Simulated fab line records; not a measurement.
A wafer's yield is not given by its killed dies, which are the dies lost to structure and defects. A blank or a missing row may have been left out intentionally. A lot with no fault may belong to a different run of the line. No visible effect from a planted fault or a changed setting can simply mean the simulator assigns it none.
fab line records	flow n5-finfet
[record] lots = 7	wafers = 21
route steps=1938 shown BEOL_M8@1348 BEOL_M9@1408 BEOL_M11@1539 BEOL_M12@1649
start-h: hours from the record's opening day to when the first of the lot's shown wafers began	wait-h: hours elapsed since this lot's preceding step	" unchanged from the row above	L1.1+2: a row that stands for several wafers	- no value present, or no start provided	* or withheld: withheld	< > ~ a bound
route shown NAME@n: names a module that has steps shown in the file, with the first one's number in the route	usual: the fault-free wafers' mean and standard deviation	same: alike in all rows	chamber/n: place in a boat	sites: each site's reading	_std_site: standard deviation of those values	_edge_site: the outer-site mean with the inner-site mean subtracted	radius-mm: for every site, how far away it sits from the centre of the wafer	mask NAME#n: copy n	behind: the most recent tool/chamber to have shaped the wafer	hold: cause of the lot's hold/its duration in hours/its outcome	device: which transistor (n, p or np) failed to switch	end of line: at the end of the route, the tests of the same wafers	step lacking rows: just its recipe	killed: at the first sort, the dies lost to defects and structure; wafer yield is something else	map: per-die view of a wafer (x killed, . not killed, _ where there is no die)
set.NAME: the setting as run; set.NAME@STEP: as run at that earlier step	model.NAME: the simulator's own value behind a step, which no gauge read
lots with deliberately changed settings; one table per step, one row per wafer
[[steps]]
[step N5_BEOL_M8_DESCUM_16]
[recipe] chemistry = O2	time-s = 7.9	source-power-w = 50	bias-power-w = 20	pressure-mtorr = 20	rf-frequency-hz = 2.712e+07	temp-c = 40	resist = CAR-ArF	o2-flow-sccm = 225
lot.wafer	tool	chamber	start-h	wait-h	set.time-s	model.CAR-ArF_of_BEOL_M8_COAT_05.thk-nm
L079.3	rie-diel-01	3	266.73	0.2	6.982	84.2
L079.4	"	0	"	"	6.982	84.6
L079.5	"	3	"	"	7.9	83.6
L087.2	rie-diel-01	0	298.06	0.0	7.9	83.2
L087.4	"	1	"	"	7.9	83
L087.5	"	2	"	"	9.2	82
L089.2+6	rie-diel-02	0,1	308.46	0.0	7.9	83.6
L089.5	"	3	"	"	7.9	83.4
L091.1	rie-diel-05	0	317.63	0.0	9.183	82.6
L091.4	"	3	"	"	9.183	82.4
L091.6	"	2	"	"	7.9	83.2
L093.2+5	rie-diel-05	1	320.41	0.0	9.193	82.8
L093.6	"	2	"	"	7.9	83.6
L094.3+5	rie-diel-01	3,2	336.00	0.0	7.9	83.6
L094.4	"	2	"	"	7.9	83.4
L097.1	rie-diel-01	2	350.24	0.0	9.543	82.4
L097.3	"	0	"	"	7.9	83.4
L097.5	"	0	"	"	7.9	83.6
[step N5_BEOL_M8_ETCH_61]
[recipe] chemistry = CF4	target = SiARC	target-depth-a = 455	mask-material = CAR-ArF	time-s = 75.8	ion-energy-ev = 80	pressure-mtorr = 40	source-w = 545	bias-w = 36	Ar_flow_sccm = 100	cf4-flow-sccm = 100	ends = cleared
lot.wafer	tool	chamber	start-h	wait-h	set.dose-mj@BEOL_M8_EXPOSE_08	set.time-s@BEOL_M8_DESCUM_16	model.BEOL_M8.cd-offset-nm	model.CAR-ArF_of_BEOL_M8_COAT_05.thk-nm
L079.3	rie-diel-01	3	266.76	0.0	68.25	6.982	-0.6	51.6
L079.4	"	0	"	"	72.34	6.982	1.6	52
L079.5	"	3	"	"	72.34	7.9	3.2	51
L087.2	rie-diel-01	0	298.10	0.0	68.25	7.9	-0.6	50.6
L087.4	"	1	"	"	68.25	7.9	-1.2	50.6
L087.5	"	2	"	"	68.25	9.2	-0.6	49.4
L089.2	rie-diel-02	0	308.50	0.0	68.25	7.9	-1.2	50.8
L089.5	"	3	"	"	68.25	7.9	-0.4	50.6
L089.6	"	1	"	"	68.25	7.9	-0.6	50.8
L091.1	rie-diel-05	0	317.67	0.0	68.25	9.183	-0.4	50
L091.4	"	3	"	"	72.92	9.183	3.2	50
L091.6	"	2	"	"	72.92	7.9	2.6	50.8
L093.2	rie-diel-05	1	320.44	0.0	68.25	9.193	-0.6	50.2
L093.5	"	1	"	"	68.25	9.193	-0.2	50.4
L093.6	"	2	"	"	68.25	7.9	-0.6	51
L094.3	rie-diel-01	3	336.03	0.0	68.25	7.9	0	51
L094.4	"	2	"	"	68.25	7.9	-0.4	51
L094.5	"	2	"	"	68.25	7.9	0.4	51
L097.1	rie-diel-01	2	350.28	0.0	65.91	9.543	-2	49.8
L097.3	"	0	"	"	68.25	7.9	-0.2	51
L097.5	"	0	"	"	68.25	7.9	-0.8	51.2
[step N5_BEOL_M8_ETCH_62]
[recipe] chemistry = N2/H2	target = SOC	target-depth-a = 1100	overetch-a = 220	mask-material = SiARC	temp-c = 40	time-s = 165	ion-energy-ev = 200	pressure-mtorr = 30	source-w = 840	bias-w = 150	n2-flow-sccm = 200	h2-flow-sccm = 200
lot.wafer	tool	chamber	start-h	wait-h	set.dose-mj@BEOL_M8_EXPOSE_08	model.BEOL_M8.cd-offset-nm
L079.3	rie-diel-01	3	266.82	0.0	68.25	-1
L079.4	"	0	"	"	72.34	1.2
L079.5	"	3	"	"	72.34	3
L087.2+4+5	rie-diel-01	0,1,2	298.15	0.0	68.25	-0.8
L089.2	rie-diel-02	0	308.55	0.0	68.25	-1.2
L089.5	"	3	"	"	68.25	-0.6
L089.6	"	1	"	"	68.25	-0.4
L091.1	rie-diel-05	0	317.72	0.0	68.25	-0.6
L091.4	"	3	"	"	72.92	3.2
L091.6	"	2	"	"	72.92	2.2
L093.2+6	rie-diel-05	1,2	320.50	0.0	68.25	-0.8
L093.5	"	1	"	"	68.25	-0.2
L094.3	rie-diel-01	3	336.09	0.0	68.25	0.2
L094.4	"	2	"	"	68.25	-0.2
L094.5	"	2	"	"	68.25	0.6
L097.1	rie-diel-01	2	350.33	0.0	65.91	-2.2
L097.3	"	0	"	"	68.25	-0.6
L097.5	"	0	"	"	68.25	-1
[step N5_BEOL_M8_STRIP_68]
[recipe] chemistry = N2/H2	temp-c = 40	n2-flow-sccm = 200	h2-flow-sccm = 200	rf-frequency-hz = 6e+07
[step N5_BEOL_M8_STRIP_67]
[recipe] chemistry = CF4	resist = SiARC	power-w = 300	bias-power-w = 75	pressure-mtorr = 50	cf4-flow-sccm = 150	rf-frequency-hz = 6e+07
[step N5_BEOL_M8_HM_OPEN_17]
[recipe] chemistry = Cl2/BCl3	target-depth-a = 200	overetch-a = 60	target = TiN	mask-material = SOC	ion-energy-ev = 150	pressure-mtorr = 10	icp-w = 1000	bias-w = 126	Cl2_flow_sccm = 53.25	bcl3-flow-sccm = 21.75	Ar_flow_sccm = 25
lot.wafer	tool	chamber	start-h	wait-h	set.dose-mj@BEOL_M8_EXPOSE_08	model.BEOL_M8.cd-offset-nm
L079.3	rie-metal-01	1	267.03	0.1	68.25	-0.8
L079.4	"	0	"	"	72.34	1.2
L079.5	"	0	"	"	72.34	2.8
L087.2+4+5	rie-metal-01	1	298.35	0.0	68.25	-0.8
L089.2	rie-metal-01	1	308.74	0.0	68.25	-1
L089.5	"	0	"	"	68.25	-0.8
L089.6	"	1	"	"	68.25	-0.4
L091.1	rie-metal-03	0	317.91	0.0	68.25	-0.4
L091.4	"	0	"	"	72.92	3.2
L091.6	"	1	"	"	72.92	2.2
L093.2+6	rie-metal-02	1,0	320.69	0.0	68.25	-0.6
L093.5	"	1	"	"	68.25	-0.2
L094.3+5	rie-metal-03	1	336.31	0.1	68.25	0.4
L094.4	"	0	"	"	68.25	-0.2
L097.1	rie-metal-03	0	350.52	0.0	65.91	-2
L097.3	"	1	"	"	68.25	-0.4
L097.5	"	1	"	"	68.25	-1
[step N5_BEOL_M8_STRIP_19]
[recipe] chemistry = O2	power-w = 400	temp-c = 40	pressure-mtorr = 30	rf-frequency-hz = 6e+07	bias-power-w = 0	overash-fraction = 0.2	o2-flow-sccm = 225
[step N5_BEOL_M8_CD_MEAS_18]
[recipe] pitch-nm = 80	target-cd-nm = 40
[usual] cd-nm = 39.6/0.65
lot.wafer	tool	chamber	start-h	wait-h	set.dose-mj@BEOL_M8_EXPOSE_08	cd-nm
L079.3	cd-sem-01	-	267.24	0.1	68.25	39.2
L079.4	"	-	"	"	72.34	41.0
L079.5	"	-	"	"	72.34	42.7
L087.2	cd-sem-01	-	298.53	0.1	68.25	38.8
L087.4	"	-	"	"	68.25	39.2
L087.5	"	-	"	"	68.25	39.3
L089.2	cd-sem-01	-	308.96	0.1	68.25	38.9
L089.5	"	-	"	"	68.25	39.4
L089.6	"	-	"	"	68.25	39.3
L091.1	cd-sem-02	-	318.09	0.0	68.25	39.6
L091.4	"	-	"	"	72.92	43.1
L091.6	"	-	"	"	72.92	42.0
L093.2	cd-sem-02	-	320.97	0.1	68.25	39.4
L093.5	"	-	"	"	68.25	39.8
L093.6	"	-	"	"	68.25	39.3
L094.3	cd-sem-02	-	336.53	0.1	68.25	40.6
L094.4	"	-	"	"	68.25	39.4
L094.5	"	-	"	"	68.25	40.5
L097.1	cd-sem-01	-	350.70	0.0	65.91	38.1
L097.3	"	-	"	"	68.25	39.6
L097.5	"	-	"	"	68.25	39.3
[step N5_BEOL_M8_COAT_63]
[recipe] resist = SOC	temp-c = 250	time-s = 60	spin-rpm = 1500	resist-thk-nm = 60
[step N5_BEOL_M8_COAT_64]
[recipe] resist = SiARC	temp-c = 220	time-s = 60	spin-rpm = 1500	resist-thk-nm = 12
[step N5_BEOL_M8_PRECLEAN_42]
[recipe] chemistry = residue-remover	time-s = 60	temp-c = 40
[step N5_BEOL_M8_SRD_43]
[recipe] time-s = 30	temp-c = 23	rinse-liquid = diw	dry = ipa-marangoni
[step N5_BEOL_M8_CD_MEAS_35]
[recipe] target-cd-nm = 40	polarity = opening
[usual] cd-nm = 39.6/0.68
lot.wafer	tool	chamber	start-h	wait-h	set.dose-mj@BEOL_M8_EXPOSE_08	cd-nm
L079.3	cd-sem-02	-	268.25	0.0	68.25	39.2
L079.4	"	-	"	"	72.34	41.2
L079.5	"	-	"	"	72.34	42.7
L087.2	cd-sem-01	-	301.23	0.0	68.25	39.1
L087.4	"	-	"	"	68.25	39.4
L087.5	"	-	"	"	68.25	39.1
L089.2	cd-sem-03	-	311.73	0.0	68.25	39.0
L089.5	"	-	"	"	68.25	39.0
L089.6	"	-	"	"	68.25	39.5
L091.1	cd-sem-02	-	320.09	0.0	68.25	39.4
L091.4	"	-	"	"	72.92	43.0
L091.6	"	-	"	"	72.92	42.1
L093.2	cd-sem-03	-	322.32	0.0	68.25	39.6
L093.5	"	-	"	"	68.25	40.0
L093.6	"	-	"	"	68.25	39.5
L094.3	cd-sem-01	-	338.52	0.0	68.25	40.1
L094.4	"	-	"	"	68.25	39.3
L094.5	"	-	"	"	68.25	40.5
L097.1	cd-sem-01	-	353.33	0.0	65.91	38.5
L097.3	"	-	"	"	68.25	39.1
L097.5	"	-	"	"	68.25	39.1
[step N5_BEOL_M9_COAT_05]
[recipe] resist = CAR-ArF	spin-rpm = 1500	resist-thk-nm = 90
lot.wafer	tool	chamber	start-h	wait-h	set.spin-rpm	model.CAR-ArF_of_BEOL_M9_COAT_05.thk-nm
L079.3+4	litho-track-04	0	-	-	1572	88.2
L079.5	"	0	"	"	1500	90.2
L087.2	litho-track-05	0	-	-	1585	87.8
L087.4	"	0	"	"	1500	90.4
L087.5	"	0	"	"	1500	90.2
L089.2	litho-track-04	0	-	-	1500	90
L089.5	"	0	"	"	1455	91.6
L089.6	"	0	"	"	1455	91.2
L091.1	litho-track-03	0	-	-	1500	89.8
L091.4	"	0	"	"	1422	92.4
L091.6	"	0	"	"	1422	92
L093.2	litho-track-03	0	-	-	1609	87
L093.5	"	0	"	"	1500	90
L093.6	"	0	"	"	1500	90.4
L094.3	litho-track-03	0	-	-	1500	90.2
L094.4	"	0	"	"	1500	90.4
L094.5	"	0	"	"	1500	90
L097.1	litho-track-05	0	-	-	1427	92.6
L097.3	"	0	"	"	1427	92.2
L097.5	"	0	"	"	1500	90.2
[step N5_BEOL_M9_EBR_07]
[recipe] solvent = PGMEA	ebr-width-mm = 1.5
[step N5_BEOL_M9_SOFTBAKE_06]
[recipe] temp-c = 110	time-s = 60	resist = CAR-ArF
[step N5_BEOL_M9_EXPOSE_08]
[recipe] mask-id = M9	na = 1.35	source-shape = dipole	sigma-inner = 0.411	sigma-outer = 0.611	polarization = te	dose-mj = 53.75
[step N5_BEOL_M9_PEB_09]
[recipe] peb-temp-c = withheld	peb-time-s = 60	resist = CAR-ArF
[step N5_BEOL_M9_DEVELOP_10]
[recipe] develop-time-s = 30	developer = TMAH	resist = CAR-ArF	rinse-liquid = diw	dry = air-spin	dev-temp-c = 23
lot.wafer	tool	chamber	start-h	wait-h	set.spin-rpm@BEOL_M9_COAT_05	model.CAR-ArF_of_BEOL_M9_COAT_05.thk-nm
L079.3	litho-track-03	0	-	-	1572	86.6
L079.4	"	0	"	"	1572	86.4
L079.5	"	0	"	"	1500	88.4
L087.2	litho-track-05	0	-	-	1585	86
L087.4	"	0	"	"	1500	88.6
L087.5	"	0	"	"	1500	88.4
L089.2	litho-track-03	0	-	-	1500	88.2
L089.5	"	0	"	"	1455	89.8
L089.6	"	0	"	"	1455	89.6
L091.1	litho-track-05	0	-	-	1500	88
L091.4	"	0	"	"	1422	90.8
L091.6	"	0	"	"	1422	90.2
L093.2	litho-track-05	0	-	-	1609	85.2
L093.5	"	0	"	"	1500	88.4
L093.6	"	0	"	"	1500	88.6
L094.3+5	litho-track-05	0	-	-	1500	88.4
L094.4	"	0	"	"	1500	88.8
L097.1	litho-track-05	0	-	-	1427	91
L097.3	"	0	"	"	1427	90.4
L097.5	"	0	"	"	1500	88.6
[step N5_BEOL_M9_ETCH_62]
[recipe] chemistry = N2/H2	target = SOC	target-depth-a = 1100	overetch-a = 220	mask-material = SiARC	temp-c = 40	time-s = 165	ion-energy-ev = 200	pressure-mtorr = 30	source-w = 840	bias-w = 150	n2-flow-sccm = 200	h2-flow-sccm = 200
lot.wafer	tool	chamber	start-h	wait-h	set.time-s
L079.3+5	rie-diel-06	1	272.74	0.0	165
L079.4	"	3	"	"	176
L087.2+4	rie-diel-06	1,2	306.96	0.0	152.5
L087.5	"	0	"	"	165
L089.2+5+6	rie-diel-06	1,3,2	316.92	0.0	165
L091.1	rie-diel-06	3	326.51	0.0	165
L091.4+6	"	2,1	"	"	197.2
L093.2+5	rie-diel-04	1	331.28	0.0	165
L093.6	"	0	"	"	129.4
L094.3+4+5	rie-diel-03	1,2,0	343.75	0.0	165
L097.1+5	rie-diel-04	0,2	359.97	0.0	142.4
L097.3	"	1	"	"	165
[step N5_BEOL_M9_STRIP_68]
[recipe] chemistry = N2/H2	temp-c = 40	n2-flow-sccm = 200	h2-flow-sccm = 200	rf-frequency-hz = 6e+07
[step N5_BEOL_M9_STRIP_67]
[recipe] chemistry = CF4	resist = SiARC	power-w = 300	bias-power-w = 75	pressure-mtorr = 50	cf4-flow-sccm = 150	rf-frequency-hz = 6e+07
[step N5_BEOL_M9_HM_OPEN_17]
[recipe] chemistry = Cl2/BCl3	target-depth-a = 200	overetch-a = 60	target = TiN	mask-material = SOC	ion-energy-ev = 150	pressure-mtorr = 10	icp-w = 1000	bias-w = 126	Cl2_flow_sccm = 53.25	bcl3-flow-sccm = 21.75	Ar_flow_sccm = 25
lot.wafer	tool	chamber	start-h	wait-h	set.time-s@BEOL_M9_ETCH_62	model.etch.depth-nm
L079.3	rie-metal-03	0	272.96	0.1	165	19.45
L079.4	"	1	"	"	176	18.4
L079.5	"	1	"	"	165	19.58
L087.2	rie-metal-03	1	307.15	0.0	152.5	19.87
L087.4	"	1	"	"	152.5	19.94
L087.5	"	0	"	"	165	19.96
L089.2	rie-metal-01	0	317.10	0.0	165	19.9
L089.5	"	0	"	"	165	19.85
L089.6	"	1	"	"	165	20.05
L091.1	rie-metal-02	1	326.69	0.0	165	20.08
L091.4	"	0	"	"	197.2	16.61
L091.6	"	1	"	"	197.2	16.85
L093.2	rie-metal-03	0	331.47	0.0	165	19.77
L093.5	"	1	"	"	165	19.97
L093.6	"	0	"	"	129.4	19.85
L094.3	rie-metal-01	1	343.97	0.1	165	20.21
L094.4	"	0	"	"	165	20.26
L094.5	"	0	"	"	165	20.3
L097.1	rie-metal-01	1	360.16	0.0	142.4	20.15
L097.3	"	0	"	"	165	20.05
L097.5	"	1	"	"	142.4	20.36
[step N5_BEOL_M11_PECVD_70]
[recipe] material = SiO2	target-thk-a = 200	temp-c = 400	precursor = TEOS/O2	pressure-torr = 5.5	rf-w = 450	teos-flow-sccm = 53.8	gas = O2	flow-sccm = 3000	time-s = 22.7
lot.wafer	tool	chamber	start-h	wait-h	set.temp-c	model.SiO2_of_BEOL_M11_PECVD_70.thk-nm
L079.3	pecvd-04	2	286.74	0.0	408.1	18.8
L079.4	"	0	"	"	400	20.4
L079.5	"	1	"	"	400	20
L087.2+5	pecvd-01	0	322.91	0.0	392.2	21.2
L087.4	"	1	"	"	400	19.8
L089.2	pecvd-03	0	334.87	0.0	406.8	18.6
L089.5	"	0	"	"	406.8	19.2
L089.6	"	2	"	"	400	19.8
L091.1	pecvd-01	1	348.27	0.0	400	19.4
L091.4	"	1	"	"	400	20
L091.6	"	2	"	"	400	20.2
L093.2	pecvd-04	0	348.83	0.0	409.2	19
L093.5	"	2	"	"	409.2	19.4
L093.6	"	0	"	"	400	20.4
L094.3	pecvd-03	2	361.02	0.0	400	19.6
L094.4	"	0	"	"	400	20
L094.5	"	1	"	"	400	19.8
L097.1	pecvd-04	2	376.05	0.0	388.1	21.6
L097.3	"	1	"	"	388.1	22
L097.5	"	0	"	"	400	20.4
[step N5_BEOL_M11_ETCH_66]
[recipe] chemistry = N2/H2	target = SOC	target-depth-a = 1200	overetch-a = 240	mask-material = SiARC	temp-c = 40	time-s = 180	ion-energy-ev = 200	pressure-mtorr = 30	source-w = 840	bias-w = 150	n2-flow-sccm = 200	h2-flow-sccm = 200
lot.wafer	tool	chamber	start-h	wait-h	set.time-s	model.SiARC_of_BEOL_M11_COAT_64.thk-nm
L079.3	rie-diel-06	2	289.70	0.0	169.1	23.2
L079.4	"	1	"	"	169.1	23.8
L079.5	"	0	"	"	169.1	23
L087.2	rie-diel-04	3	330.73	0.0	180	23
L087.4	"	0	"	"	180	22.8
L087.5	"	0	"	"	149.1	24
L089.2	rie-diel-04	2	337.26	0.0	200	21.8
L089.5	"	0	"	"	180	22.8
L089.6	"	2	"	"	180	22.6
L091.1	rie-diel-03	1	352.57	0.0	180	23.6
L091.4	"	2	"	"	180	22.6
L091.6	"	0	"	"	213.4	21.4
L093.2	rie-diel-03	0	353.03	0.0	180	22.4
L093.5	"	2	"	"	180	22.2
L093.6	"	3	"	"	190.4	22.6
L094.3+5	rie-diel-04	2	364.94	0.0	180	22.6
L094.4	"	3	"	"	180	23.2
L097.1	rie-diel-03	1	380.04	0.0	143.8	24.6
L097.3	"	3	"	"	180	23
L097.5	"	3	"	"	143.8	24.4
[step N5_BEOL_M11_VIA_ETCH_34]
[recipe] chemistry = C4F6/O2	target = SiCOH_lowk	target-depth-a = 1845	mask-material = SOC	taper-deg = 4	time-s = 69.2	ion-energy-ev = 250	pressure-mtorr = 30	source-w = 345	bias-w = 185	Ar_flow_sccm = 300	C4F6_flow_sccm = 10	O2_flow_sccm = 10
[usual] rf-vpp-V = 666/8.8
lot.wafer	tool	chamber	start-h	wait-h	set.source-w	rf-vpp-V
L079.3	rie-diel-06	2	289.82	0.0	321.8	683
L079.4	"	1	"	"	345	650
L079.5	"	0	"	"	321.8	697
L087.2	rie-diel-04	3	330.86	0.0	345	662
L087.4	"	0	"	"	345	682
L087.5	"	0	"	"	321.6	707
L089.2	rie-diel-04	2	337.38	0.0	345	670
L089.5	"	0	"	"	345	684
L089.6	"	2	"	"	345	671
L091.1	rie-diel-03	1	352.69	0.0	345	657
L091.4	"	2	"	"	289.9	725
L091.6	"	0	"	"	345	673
L093.2	rie-diel-03	0	353.15	0.0	345	673
L093.5	"	2	"	"	298.1	713
L093.6	"	3	"	"	345	668
L094.3	rie-diel-04	2	365.07	0.0	345	671
L094.4	"	3	"	"	345	662
L094.5	"	2	"	"	345	671
L097.1	rie-diel-03	1	380.16	0.0	345	657
L097.3	"	3	"	"	345	668
L097.5	"	3	"	"	391.5	627
[step N5_BEOL_M11_STRIP_73]
[recipe] chemistry = C4F6/O2	resist = SiARC	rf-frequency-hz = 6e+07
[step N5_BEOL_M11_STRIP_36]
[recipe] chemistry = N2/H2	power-w = 450	temp-c = 40	pressure-mtorr = 20	rf-frequency-hz = 6e+07	overash-fraction = 0.3	bias-power-w = 7	h2-frac = 0.5	n2-flow-sccm = 200	h2-flow-sccm = 200
[step N5_BEOL_M11_STRIP_77]
[recipe] chemistry = N2/H2	time-s = 10	power-w = 450	temp-c = 40	pressure-mtorr = 20	rf-frequency-hz = 6e+07	bias-power-w = 7	n2-flow-sccm = 200	h2-flow-sccm = 200
[step N5_BEOL_M11_HM_STRIP_39]
[recipe] chemistry = peroxide-tin-strip	material = TiN	target-depth-a = 250	temp-c = 50	time-s = 158
lot.wafer	tool	chamber	start-h	wait-h	set.temp-c@BEOL_M11_PECVD_70	model.SiO2_of_BEOL_M11_PECVD_70.thk-nm
L079.3	wet-bench-03	2	290.14	0.0	408.1	18.6
L079.4	"	5	"	"	400	20.2
L079.5	"	4	"	"	400	19.8
L087.2+5	wet-bench-03	4,7	331.17	0.0	392.2	21
L087.4	"	6	"	"	400	19.6
L089.2	wet-bench-01	2	337.70	0.0	406.8	18.6
L089.5	"	0	"	"	406.8	19.2
L089.6	"	1	"	"	400	19.6
L091.1	wet-bench-01	3	353.01	0.0	400	19.4
L091.4	"	0	"	"	400	19.8
L091.6	"	7	"	"	400	20
L093.2	wet-bench-05	7	353.47	0.0	409.2	18.8
L093.5	"	3	"	"	409.2	19.2
L093.6	"	2	"	"	400	20.2
L094.3	wet-bench-05	1	365.38	0.0	400	19.4
L094.4	"	7	"	"	400	19.8
L094.5	"	4	"	"	400	19.6
L097.1	wet-bench-01	4	380.48	0.0	388.1	21.4
L097.3	"	7	"	"	388.1	21.8
L097.5	"	3	"	"	400	20.2
[step N5_BEOL_M12_SPUTTER_44]
[recipe] material = Ta	target-thk-a = 100	temp-c = 50	bias-v = 80	power-w = 15000	chamber-pressure-pa = 0.07	time-s = 16.13
lot.wafer	tool	chamber	start-h	wait-h	set.time-s	model.Ta_of_BEOL_M12_SPUTTER_44.thk-nm
L079.3+4	pvd-sputter-01	-	304.31	0.0	16.13	10
L079.5	"	-	"	"	16.13	10.2
L087.2	pvd-sputter-03	-	338.34	0.0	15.16	9.4
L087.4+5	"	-	"	"	16.13	10
L089.2	pvd-sputter-01	-	346.68	0.0	13.89	8.6
L089.5	"	-	"	"	16.13	10
L089.6	"	-	"	"	13.89	8.8
L091.1+4+6	pvd-sputter-01	-	361.01	0.0	16.74	10.4
L093.2+6	pvd-sputter-03	-	365.74	0.0	16.13	10.2
L093.5	"	-	"	"	16.13	10.4
L094.3+4+5	pvd-sputter-01	-	371.88	0.0	16.13	9.8
L097.1+3	pvd-sputter-03	-	393.66	0.0	16.13	10.2
L097.5	"	-	"	"	16.13	10.4
[[key]]
[split] step = N5_BEOL_M8_DESCUM_16	setting = time-s	stated = 7.9	by = wafer
[response] step = N5_BEOL_M8_DESCUM_16	reading = model.CAR-ArF_of_BEOL_M8_COAT_05.thk-nm	change = -0.0546	per = 1%	r = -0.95
[response] step = N5_BEOL_M8_ETCH_61	reading = model.CAR-ArF_of_BEOL_M8_COAT_05.thk-nm	change = -0.0588	per = 1%	r = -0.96
[split] step = N5_BEOL_M9_COAT_05	setting = spin-rpm	stated = 1500	by = wafer
[response] step = N5_BEOL_M9_COAT_05	reading = model.CAR-ArF_of_BEOL_M9_COAT_05.thk-nm	change = -0.444	per = 1%	r = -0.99
[response] step = N5_BEOL_M9_DEVELOP_10	reading = model.CAR-ArF_of_BEOL_M9_COAT_05.thk-nm	change = -0.447	per = 1%	r = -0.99
[split] step = N5_BEOL_M9_ETCH_62	setting = time-s	stated = 165	by = wafer
[response] step = N5_BEOL_M9_HM_OPEN_17	reading = model.etch.depth-nm	shape = bent	at-lowest = 19.85	at-stated = 19.96	at-highest = 16.73
[split] step = N5_BEOL_M11_PECVD_70	setting = temp-c	stated = 400	by = wafer
[response] step = N5_BEOL_M11_PECVD_70	reading = model.SiO2_of_BEOL_M11_PECVD_70.thk-nm	change = -0.562	per = 1%	r = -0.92
[response] step = N5_BEOL_M11_HM_STRIP_39	reading = model.SiO2_of_BEOL_M11_PECVD_70.thk-nm	change = -0.549	per = 1%	r = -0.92
[split] step = N5_BEOL_M11_ETCH_66	setting = time-s	stated = 180	by = wafer
[response] step = N5_BEOL_M11_ETCH_66	reading = model.SiARC_of_BEOL_M11_COAT_64.thk-nm	change = -0.074	per = 1%	r = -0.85
[split] step = N5_BEOL_M11_VIA_ETCH_34	setting = source-w	stated = 345	by = wafer
[response] step = N5_BEOL_M11_VIA_ETCH_34	reading = rf-vpp-V	change = -3.56	per = 1%	r = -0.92
[split] step = N5_BEOL_M12_SPUTTER_44	setting = time-s	stated = 16.13	by = wafer
[response] step = N5_BEOL_M12_SPUTTER_44	reading = model.Ta_of_BEOL_M12_SPUTTER_44.thk-nm	change = +0.0946	per = 1%	r = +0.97
split outside-this-file step=N5_BEOL_M8_EXPOSE_08 setting=dose-mj
// split outside-this-file: this setting was split too, and the file shows its column; the key of that split is in another file
